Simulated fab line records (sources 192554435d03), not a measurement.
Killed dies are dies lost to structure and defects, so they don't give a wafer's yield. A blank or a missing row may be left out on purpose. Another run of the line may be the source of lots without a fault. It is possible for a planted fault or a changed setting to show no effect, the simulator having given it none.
Matching of chambers | flow n5_finfet | 4 sister chambers for N5_BEOL_M0_ETCH_138 on rie_diel-01
The step etches SiCN in CH3F/O2, target depth 12 nm, time 31.6 s. 8 wafers are shown with their chamber, then 8 later ones without.

## EACH WAFER AND ITS CHAMBER
wafer  | chamber | drypump_motor_current_A (A) | throttle_valve_pct (%)
L075.3 | 2       | 5.2                         | 16.83
L077.6 | 2       | 5.2                         | 16.84
L078.5 | 1       | 5.7                         | 16.16
L080.2 | 1       | 5.7                         | 16.16
L084.1 | 0       | 6.3                         | 16.30
L084.3 | 3       | 6.3                         | 16.36
L084.6 | 3       | 6.3                         | 16.36
L085.1 | 0       | 6.4                         | 16.30

## WAFERS WHOSE CHAMBER IS MISSING
wafer  | drypump_motor_current_A (A) | throttle_valve_pct (%)
L085.4 | 5.7                         | 16.18
L085.5 | 6.3                         | 16.36
L086.3 | 5.2                         | 16.37
L086.5 | 5.2                         | 16.37
L086.6 | 5.7                         | 16.18
L094.1 | 5.7                         | 16.25
L094.2 | 6.4                         | 16.34
L094.4 | 5.7                         | 16.25

## EACH ONE'S CHAMBER
wafer  | from the rows above | in truth
L085.4 | 1                   | 1
L085.5 | 3                   | 3
L086.3 | 3                   | 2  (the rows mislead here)
L086.5 | 3                   | 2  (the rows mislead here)
L086.6 | 1                   | 1
L094.1 | 0                   | 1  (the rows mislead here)
L094.2 | 3                   | 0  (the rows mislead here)
L094.4 | 0                   | 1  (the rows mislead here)
Correctly placed: 3 of 8. Not placeable from these rows: 0. Placed wrongly: 5.
How it was worked out, from the rows above alone: a wafer's distance from a chamber is the root of the sum, over the readings, of the square of ((its reading less the chamber's mean) divided by the reading's scatter). If the next closest chamber is less than 2 further off than the closest, the wafer can't be placed; otherwise it belongs to the closest. A chamber's mean is the mean of its shown wafers. The scatter: take each reading less its chamber's mean, square it, sum over the shown wafers, divide by the number of wafers less the number of chambers, and take the root.
